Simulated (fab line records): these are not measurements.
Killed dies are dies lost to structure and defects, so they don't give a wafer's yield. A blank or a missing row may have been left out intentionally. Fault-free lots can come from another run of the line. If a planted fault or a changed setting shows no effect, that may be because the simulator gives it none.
fab line records | flow nandHarc
record lots=11 | wafers=32 | lastDay=24
route steps=1159 shown A_BLC@972 END@1159
lots with no fault: from the same line, run without faults
startH: hours from the record's opening day to when the first of the lot's shown wafers began | waitH: hours elapsed since this lot's preceding step | " same as the row above | L1.1+2: a single row standing in for several wafers | - no value, or no start given | * or withheld: withheld | < > ~ a bound
route shown NAME@n: a module of which the file shows steps, and the number in the route of the first | usual: mean/standard deviation of fault-free wafers | same: alike in all rows | chamber/n: place in a boat | sites: per-site readings | _std_site: the values' standard deviation | _edge_site: inner sites' mean taken away from outer sites' mean | radiusMm: how far each site lies from the wafer's centre | mask NAME#n: copy n | behind: the tool/chamber that last shaped the wafer | hold: why the lot went on hold/how many hours it stayed there/how the hold came to an end | device: whichever transistor did not switch (one of n, p or np) | end of line: the route-end tests of the same wafers | a step with no rows: only its recipe | killed: dies that structure and defects cost at the first sort, which is not the same as the wafer's yield | map: the dies of a wafer, with x for killed, . for not killed, _ for no die there
set.NAME: the run value of the setting; set.NAME@STEP: its run value at that earlier step | model.NAME: the simulator's own value behind a step, which no gauge read
the route's steps for a sample of lots (tables are steps, rows are wafers)
services: a tool's chamber out of use, with start hour (startH, from the record's first day; less than 0 if before it), hours out, and reason
## steps
# step NHARC_A_BLC_PEB_08
# recipe pebTempC=100 | pebTimeS=65
lot.wafer  | tool          | chamber | startH | waitH
L603.2+3+4 | lithoTrack-06 | 0       | 398.53 | 0.1
L604.3+4+6 | lithoTrack-04 | 0       | 400.52 | 0.1
L608.1+2+6 | lithoTrack-04 | 0       | 410.21 | 0.1
L605.1+5+6 | lithoTrack-01 | 0       | 410.26 | 0.1
L614.1+4   | lithoTrack-04 | 0       | 459.51 | 0.1
L618.1+5+6 | lithoTrack-06 | 0       | 481.00 | 0.1
L619.4+5+6 | lithoTrack-06 | 0       | 494.19 | 0.0
L621.4+5+6 | lithoTrack-06 | 0       | 505.12 | 0.0
L620.1+3+4 | lithoTrack-06 | 0       | 507.66 | 0.1
L624.1+2+4 | lithoTrack-06 | 0       | 526.78 | 0.1
L626.1+2+4 | lithoTrack-06 | 0       | 535.38 | 0.1
# step NHARC_A_BLC_CD_MEAS_10
# recipe targetCdNm=100 | landingEnergyEv=500
# usual cdNm=100.4/0.59
lot.wafer | tool     | chamber | startH | waitH | cdNm
L603.2    | cdSem-02 | 0       | 398.61 | -     | 100.1
L603.3    | "        | 0       | "      | "     | 99.6
L603.4    | "        | 0       | "      | "     | 100.6
L604.3    | cdSem-01 | 0       | 400.61 | -     | 100.6
L604.4    | "        | 0       | "      | "     | 101.1
L604.6    | "        | 0       | "      | "     | 100.9
L608.1    | cdSem-02 | 0       | 410.29 | -     | 101.1
L608.2    | "        | 0       | "      | "     | 99.8
L608.6    | "        | 0       | "      | "     | 101.2
L605.1    | cdSem-01 | 0       | 410.34 | -     | 100.0
L605.5    | "        | 0       | "      | "     | 101.1
L605.6    | "        | 0       | "      | "     | 100.5
L614.1    | cdSem-03 | 0       | 459.59 | -     | 100.3
L614.4    | "        | 0       | "      | "     | 110.8
L618.1    | cdSem-03 | 0       | 481.08 | -     | 100.5
L618.5    | "        | 0       | "      | "     | 99.9
L618.6    | "        | 0       | "      | "     | 100.1
L619.4    | cdSem-03 | 0       | 494.27 | -     | 100.8
L619.5    | "        | 0       | "      | "     | 100.1
L619.6    | "        | 0       | "      | "     | 101.2
L621.4    | cdSem-01 | 0       | 505.20 | -     | 99.7
L621.5    | "        | 0       | "      | "     | 99.5
L621.6    | "        | 0       | "      | "     | 100.5
L620.1    | cdSem-03 | 0       | 507.74 | -     | 100.0
L620.3    | "        | 0       | "      | "     | 100.6
L620.4    | "        | 0       | "      | "     | 100.0
L624.1    | cdSem-03 | 0       | 526.86 | -     | 100.7
L624.2    | "        | 0       | "      | "     | 101.5
L624.4    | "        | 0       | "      | "     | 101.4
L626.1    | cdSem-03 | 0       | 535.46 | -     | 100.9
L626.2    | "        | 0       | "      | "     | 100.9
L626.4    | "        | 0       | "      | "     | 100.2
# step NHARC_A_BLC_ETCH_16
# recipe targetDepthA=390 | overEtchFrac=0.3 | timeS=65 | ionEnergyEv=80 | cf4FlowSccm=150 | arFlowSccm=0 | rfW=300 | biasW=100 | chemistry=CF4
# usual biasW=100.0/0.32 | drypumpMotorCurrentA=5.7/0.44 | oesProductAu=0.997/0.01 | rfFwdPowerW=296.9/1.3 | rfVppV=151.4/1 | showerheadPlenumPTorr=1.77/0.067 | throttleValvePct=13.286/0.0093
lot.wafer | tool       | chamber | startH | waitH | biasW | drypumpMotorCurrentA | oesProductAu | rfFwdPowerW | rfHoursCounterH | rfVppV | showerheadPlenumPTorr | throttleValvePct
L603.3    | rieDiel-02 | 3       | 398.89 | 0.1   | 100.4 | 5.6                  | 1.001        | 298.1       | 4               | 151.8  | 1.65                  | 13.297
L603.4    | "          | 0       | "      | "     | 100.2 | 5.6                  | 0.987        | 297.9       | 5               | 151.5  | 1.83                  | 13.269
L603.2    | "          | 1       | "      | "     | 100.0 | 5.0                  | 0.980        | 295.6       | 5               | 152.7  | 1.75                  | 13.284
L604.3    | rieDiel-09 | 3       | 400.89 | 0.1   | 100.1 | 5.9                  | 0.974        | 296.5       | 19              | 152.9  | 1.85                  | 13.277
L604.6    | "          | 1       | "      | "     | 99.8  | 6.5                  | 1.000        | 298.9       | -               | 151.2  | 1.80                  | 13.279
L604.4    | "          | 0       | "      | "     | 100.1 | 6.0                  | 0.987        | 298.3       | -               | 152.3  | 1.78                  | 13.287
L608.1    | rieDiel-09 | 3       | 410.59 | 0.1   | 99.6  | 5.9                  | 0.996        | 296.4       | 20              | 152.4  | 1.85                  | 13.290
L608.2    | "          | 0       | "      | "     | 99.8  | 6.0                  | 1.008        | 297.6       | 16              | 150.0  | 1.78                  | 13.287
L608.6    | "          | 1       | "      | "     | 100.1 | 6.5                  | 0.998        | 297.1       | -               | 152.7  | 1.80                  | 13.273
L605.1    | rieDiel-02 | 1       | 410.62 | 0.1   | 99.7  | 5.0                  | 1.000        | 296.0       | 6               | 151.0  | 1.75                  | 13.271
L605.6    | "          | 0       | "      | "     | 99.9  | 5.6                  | 0.987        | 297.7       | -               | 152.1  | 1.83                  | 13.297
L605.5    | "          | 1       | "      | "     | 99.7  | 4.9                  | 0.988        | 295.5       | -               | 151.2  | 1.75                  | 13.287
L614.1    | rieDiel-02 | 2       | 459.86 | 0.1   | 100.5 | 5.3                  | 1.014        | 294.7       | 11              | 152.2  | 1.74                  | 13.290
L614.4    | "          | 1       | "      | "     | 100.2 | 4.9                  | 0.992        | 295.9       | 12              | 151.7  | 1.75                  | 13.291
L618.1    | rieDiel-02 | 3       | 481.53 | 0.3   | 99.6  | 5.6                  | 0.997        | 297.2       | 13              | 151.2  | 1.65                  | 13.264
L618.6    | "          | 1       | "      | "     | 99.7  | 5.0                  | 0.986        | 296.4       | -               | 150.7  | 1.75                  | 13.288
L618.5    | "          | 2       | "      | "     | 100.0 | 5.3                  | 0.993        | 297.4       | -               | 151.5  | 1.74                  | 13.279
L619.4    | rieDiel-02 | 1       | 494.56 | 0.1   | 100.3 | 4.9                  | 0.966        | 296.4       | 15              | 149.7  | 1.75                  | 13.281
L619.6    | "          | 2       | "      | "     | 100.7 | 5.3                  | 1.003        | 295.5       | -               | 150.4  | 1.74                  | 13.275
L619.5    | "          | 3       | "      | "     | 99.9  | 5.5                  | 0.988        | 297.3       | -               | 149.4  | 1.65                  | 13.279
L621.4    | rieDiel-08 | 3       | 505.49 | 0.1   | 99.3  | 5.5                  | 0.990        | 296.7       | 6               | 152.7  | 1.91                  | 13.274
L621.5    | "          | 1       | "      | "     | 100.5 | 5.5                  | 0.996        | 299.0       | -               | 152.0  | 1.73                  | 13.294
L621.6    | "          | 2       | "      | "     | 99.7  | 6.0                  | 0.994        | 295.4       | -               | 149.2  | 1.68                  | 13.280
L620.3    | rieDiel-08 | 3       | 508.05 | 0.1   | 100.2 | 5.5                  | 0.995        | 294.0       | 7               | 153.2  | 1.91                  | 13.283
L620.4    | "          | 1       | "      | "     | 100.2 | 5.5                  | 1.002        | 298.7       | 8               | 150.9  | 1.73                  | 13.303
L620.1    | "          | 2       | "      | "     | 99.7  | 6.0                  | 0.989        | 297.3       | 8               | 150.5  | 1.67                  | 13.294
L624.2    | rieDiel-02 | 3       | 527.15 | 0.1   | 99.5  | 5.6                  | 1.001        | 294.5       | 1               | 150.8  | 1.65                  | 13.296
L624.1    | "          | 1       | "      | "     | 99.9  | 5.0                  | 0.985        | 296.9       | 2               | 151.8  | 1.75                  | 13.287
L624.4    | "          | 1       | "      | "     | 100.3 | 5.0                  | 0.993        | 297.2       | -               | 151.0  | 1.75                  | 13.293
L626.2    | rieDiel-02 | 0       | 535.73 | 0.1   | 100.1 | 5.6                  | 1.023        | 298.6       | 1               | 152.4  | 1.82                  | 13.283
L626.1    | "          | 2       | "      | "     | 100.0 | 5.2                  | 1.025        | 297.0       | 3               | 152.2  | 1.74                  | 13.287
L626.4    | "          | 3       | "      | "     | 99.9  | 5.5                  | 1.014        | 297.9       | 2               | 149.8  | 1.65                  | 13.275
# step NHARC_A_BLC_STRIP_29
# recipe cf4FlowSccm=150 | arFlowSccm=0 | biasW=0 | chemistry=CF4
# usual drypumpMotorCurrentA=5.8/0.45 | oesProductAu=0.998/0.0084 | rfVppV=59.3/0.89 | showerheadPlenumPTorr=1.77/0.06 | throttleValvePct=13.284/0.0082
# same biasW=0
lot.wafer | tool       | chamber | startH | waitH | drypumpMotorCurrentA | oesProductAu | rfHoursCounterH | rfVppV | showerheadPlenumPTorr | throttleValvePct
L603.3    | rieDiel-08 | 2       | 399.85 | 0.1   | 6.0                  | 0.994        | 35              | 60.1   | 1.69                  | 13.280
L603.2    | "          | 3       | "      | "     | 5.6                  | 0.995        | 37              | 56.7   | 1.66                  | 13.292
L603.4    | "          | 0       | "      | "     | 5.8                  | 1.002        | 38              | 58.8   | 1.66                  | 13.265
L604.3    | rieDiel-09 | 3       | 402.02 | 0.1   | 5.8                  | 0.982        | 20              | 59.6   | 1.85                  | 13.290
L604.6    | "          | 3       | "      | "     | 5.8                  | 0.986        | -               | 61.0   | 1.85                  | 13.275
L604.4    | "          | 0       | "      | "     | 6.0                  | 1.007        | -               | 60.2   | 1.78                  | 13.302
L605.1    | rieDiel-02 | 3       | 411.60 | 0.1   | 5.6                  | 0.997        | 5               | 58.5   | 1.65                  | 13.291
L605.5    | "          | 0       | "      | "     | 5.6                  | 0.992        | -               | 60.3   | 1.83                  | 13.282
L605.6    | "          | 1       | "      | "     | 5.0                  | 0.986        | -               | 61.3   | 1.75                  | 13.263
L608.1    | rieDiel-09 | 3       | 411.70 | 0.1   | 5.9                  | 0.991        | 20              | 59.3   | 1.85                  | 13.282
L608.2    | "          | 0       | "      | "     | 6.0                  | 0.989        | 16              | 60.1   | 1.77                  | 13.289
L608.6    | "          | 3       | "      | "     | 5.8                  | 0.984        | -               | 58.0   | 1.85                  | 13.273
L614.4    | rieDiel-02 | 2       | 460.91 | 0.1   | 5.3                  | 1.003        | 12              | 58.8   | 1.74                  | 13.281
L614.1    | "          | 3       | "      | "     | 5.6                  | 0.989        | 11              | 59.7   | 1.65                  | 13.296
L618.1    | rieDiel-09 | 3       | 482.51 | 0.1   | 5.9                  | 0.985        | 6               | 59.6   | 1.84                  | 13.282
L618.5    | "          | 0       | "      | "     | 6.0                  | 1.002        | -               | 59.9   | 1.77                  | 13.288
L618.6    | "          | 1       | "      | "     | 6.5                  | 0.994        | -               | 58.7   | 1.80                  | 13.285
L619.5    | rieDiel-09 | 0       | 495.54 | 0.1   | 6.0                  | 1.018        | -               | 60.1   | 1.77                  | 13.280
L619.6    | "          | 1       | "      | "     | 6.5                  | 0.999        | -               | 58.4   | 1.80                  | 13.280
L619.4    | "          | 3       | "      | "     | 5.8                  | 1.002        | -               | 60.1   | 1.84                  | 13.293
L621.4    | rieDiel-09 | 0       | 506.43 | 0.1   | 6.0                  | 1.008        | 8               | 60.7   | 1.77                  | 13.289
L621.6    | "          | 0       | "      | "     | 6.0                  | 1.009        | -               | 57.7   | 1.77                  | 13.284
L621.5    | "          | 1       | "      | "     | 6.4                  | 0.996        | -               | 57.8   | 1.80                  | 13.286
L620.3    | rieDiel-09 | 0       | 509.07 | 0.1   | 6.0                  | 1.004        | 9               | 59.3   | 1.77                  | 13.280
L620.1    | "          | 1       | "      | "     | 6.5                  | 1.001        | 9               | 58.3   | 1.80                  | 13.288
L620.4    | "          | 2       | "      | "     | 6.2                  | 1.010        | 2               | 59.5   | 1.80                  | 13.290
L624.2    | rieDiel-02 | 2       | 528.29 | 0.1   | 5.3                  | 1.016        | 2               | 58.0   | 1.74                  | 13.287
L624.1    | "          | 1       | "      | "     | 4.9                  | 0.988        | 2               | 60.5   | 1.75                  | 13.283
L624.4    | "          | 2       | "      | "     | 5.3                  | 1.009        | -               | 60.6   | 1.74                  | 13.289
L626.1    | rieDiel-02 | 2       | 536.69 | 0.1   | 5.3                  | 1.005        | 3               | 60.0   | 1.74                  | 13.276
L626.2    | "          | 3       | "      | "     | 5.5                  | 1.014        | 3               | 58.1   | 1.65                  | 13.295
L626.4    | "          | 0       | "      | "     | 5.6                  | 1.003        | 1               | 59.6   | 1.82                  | 13.278
# step NHARC_A_BLC_STRIP_21
# recipe o2FlowSccm=500 | arFlowSccm=0 | biasW=0 | chemistry=O2
# usual drypumpMotorCurrentA=5.8/0.43 | oesProductAu=0.998/0.0089 | rfVppV=57.9/0.82 | showerheadPlenumPTorr=3.53/0.13 | throttleValvePct=17.037/0.0092
# same biasW=0
lot.wafer | tool       | chamber | startH | waitH | drypumpMotorCurrentA | oesProductAu | rfHoursCounterH | rfVppV | showerheadPlenumPTorr | throttleValvePct
L603.2    | rieDiel-08 | 3       | 400.07 | 0.2   | 5.5                  | 0.994        | 37              | 57.7   | 3.31                  | 17.044
L603.4    | "          | 0       | "      | "     | 5.8                  | 0.992        | 38              | 57.5   | 3.31                  | 17.039
L603.3    | "          | 1       | "      | "     | 5.5                  | 0.991        | 29              | 59.1   | 3.47                  | 17.036
L604.3    | rieDiel-09 | 1       | 402.14 | 0.1   | 6.5                  | 0.995        | 20              | 57.5   | 3.59                  | 17.029
L604.6    | "          | 3       | "      | "     | 5.9                  | 0.979        | -               | 58.9   | 3.68                  | 17.050
L604.4    | "          | 0       | "      | "     | 6.0                  | 0.995        | -               | 57.9   | 3.54                  | 17.032
L605.1    | rieDiel-02 | 0       | 411.67 | 0.1   | 5.6                  | 0.987        | 6               | 57.6   | 3.65                  | 17.041
L605.5    | "          | 0       | "      | "     | 5.6                  | 0.986        | -               | 58.6   | 3.65                  | 17.057
L605.6    | "          | 1       | "      | "     | 4.9                  | 0.994        | -               | 58.7   | 3.50                  | 17.047
L608.1    | rieDiel-09 | 0       | 411.83 | 0.1   | 6.0                  | 1.000        | 16              | 57.1   | 3.54                  | 17.031
L608.2    | "          | 3       | "      | "     | 5.9                  | 0.987        | 20              | 59.0   | 3.68                  | 17.042
L608.6    | "          | 0       | "      | "     | 6.0                  | 1.001        | -               | 57.1   | 3.54                  | 17.035
L614.4    | rieDiel-02 | 1       | 461.00 | 0.1   | 5.0                  | 0.983        | 12              | 58.0   | 3.49                  | 17.044
L614.1    | "          | 0       | "      | "     | 5.6                  | 0.992        | 11              | 57.4   | 3.64                  | 17.024
L618.1    | rieDiel-09 | 3       | 482.62 | 0.1   | 5.9                  | 0.997        | 6               | 57.4   | 3.68                  | 17.048
L618.5    | "          | 3       | "      | "     | 5.9                  | 0.994        | -               | 57.7   | 3.68                  | 17.044
L618.6    | "          | 0       | "      | "     | 6.1                  | 1.007        | -               | 58.2   | 3.54                  | 17.032
L619.5    | rieDiel-09 | 3       | 495.66 | 0.1   | 5.8                  | 1.002        | -               | 58.3   | 3.68                  | 17.045
L619.6    | "          | 0       | "      | "     | 6.0                  | 1.010        | -               | 57.8   | 3.54                  | 17.049
L619.4    | "          | 1       | "      | "     | 6.5                  | 0.999        | -               | 58.3   | 3.59                  | 17.036
L621.4    | rieDiel-09 | 3       | 506.54 | 0.1   | 5.9                  | 0.997        | 8               | 58.5   | 3.68                  | 17.028
L621.5    | "          | 3       | "      | "     | 5.8                  | 0.996        | -               | 58.8   | 3.68                  | 17.037
L621.6    | "          | 0       | "      | "     | 6.0                  | 1.004        | -               | 57.1   | 3.54                  | 17.041
L620.1    | rieDiel-09 | 2       | 509.17 | 0.1   | 6.2                  | 1.007        | 2               | 59.1   | 3.59                  | 17.021
L620.4    | "          | 3       | "      | "     | 5.9                  | 0.991        | 8               | 58.0   | 3.68                  | 17.032
L620.3    | "          | 1       | "      | "     | 6.5                  | 0.998        | 9               | 57.5   | 3.58                  | 17.036
L624.2    | rieDiel-02 | 3       | 528.42 | 0.1   | 5.6                  | 1.004        | 2               | 57.7   | 3.28                  | 17.050
L624.1    | "          | 1       | "      | "     | 5.0                  | 0.998        | 3               | 58.2   | 3.49                  | 17.055
L624.4    | "          | 3       | "      | "     | 5.5                  | 1.011        | -               | 57.8   | 3.28                  | 17.044
L626.4    | rieDiel-02 | 3       | 536.80 | 0.1   | 5.6                  | 1.006        | 3               | 55.9   | 3.28                  | 17.045
L626.1    | "          | 0       | "      | "     | 5.6                  | 1.010        | 1               | 58.3   | 3.64                  | 17.044
L626.2    | "          | 1       | "      | "     | 5.0                  | 0.996        | 3               | 56.8   | 3.49                  | 17.045
# step NHARC_END_SORT_01
# recipe tempC=25
# usual killedAtArray=29/10 | killedAtOther=0.7/1.1 | killedAtPeriphery=3.2/2.2 | killedDies=33/11 | killedOpen=3.5/1.8 | killedShort=2.0/1.4
# same grossDies=677
lot.wafer | tool      | chamber | startH | waitH | killedAtArray | killedAtOther | killedAtPeriphery | killedDies | killedOpen | killedShort
L614.4    | prober-02 | 0       | 516.32 | 3.4   | 45            | 1             | 8                 | 54         | 5          | 3
# killed by level:class
L614.4 A_CHANNEL_HOLE_D1:chamberFilmFlake=14 A_STAIRCASE:chamberFilmFlake=13 A_SLIT:chamberFilmFlake=7 P_M2:chamberFilmFlake=6 A_ONON_D1:geometricParticle:open=2 A_CHANNEL_FILL_D1:geometricParticle:short=2 A_CONTACT:geometricParticle:open=2 P_GATE:chamberFilmFlake=2
## services
tool          | chamber | startH | hours | kind
rieDiel-09    | 0       | 385.67 | -     | clean
rieDiel-09    | 1       | 385.67 | -     | clean
rieDiel-09    | 2       | 385.67 | -     | clean
rieDiel-09    | 3       | 385.67 | -     | clean
rieDiel-02    | 0       | 385.76 | -     | clean
rieDiel-02    | 1       | 385.76 | -     | clean
rieDiel-02    | 2       | 385.76 | -     | clean
rieDiel-02    | 3       | 385.76 | -     | clean
rieDiel-09    | 2       | 398.02 | 100.3 | repair
rieDiel-09    | 0       | 410.17 | -     | clean
rieDiel-09    | 1       | 410.17 | -     | clean
rieDiel-09    | 3       | 410.17 | -     | clean
rieDiel-02    | 0       | 410.26 | -     | clean
rieDiel-02    | 1       | 410.26 | -     | clean
rieDiel-09    | -       | 431.10 | 9.0   | pm
lithoTrack-01 | -       | 443.00 | 7.0   | pm
lithoTrack-06 | -       | 467.00 | 7.0   | pm
rieDiel-09    | -       | 469.69 | 0.6   | repair
rieDiel-08    | -       | 479.90 | 9.0   | pm
lithoTrack-04 | -       | 491.00 | 7.0   | pm
rieDiel-02    | -       | 504.76 | 9.0   | pm
rieDiel-09    | 1       | 512.44 | 7.1   | repair
rieDiel-09    | 0       | 520.62 | 11.6  | repair
rieDiel-02    | 0       | 522.32 | 9.9   | repair
## key
firstSign step=NHARC_A_BLC_CD_MEAS_10 | reading=cdNm | direction=up | sigmas=18 | usual=100.4 | struck=110.8
effect none on later readings
metAt NHARC_A_BLC_PEB_08
struckLots L614
struckWafers L614.4
testerLeftOut L614
notActingAt NHARC_A_BLC_ETCH_16,NHARC_A_BLC_STRIP_29,NHARC_A_BLC_STRIP_21
onsetBetween 410.21 459.51
fault kind=processParameterDrift | tool=lithoTrack-04 | chamber=- | onsetH=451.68 | steps=NHARC_A_BLC_PEB_08 | channel=pebTimeS | offset=* | shape=step | endH=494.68 | scope=struckWafersOnly | actsIn=* | stated=*
# testerLeftOut: of these lots the tester's yield and bins aren't shown, on N5 and GAA mostly nor the transistor test; their killed dies are dies lost to structure and defects alone, not to doping, threshold or leakage, so they don't give the yield
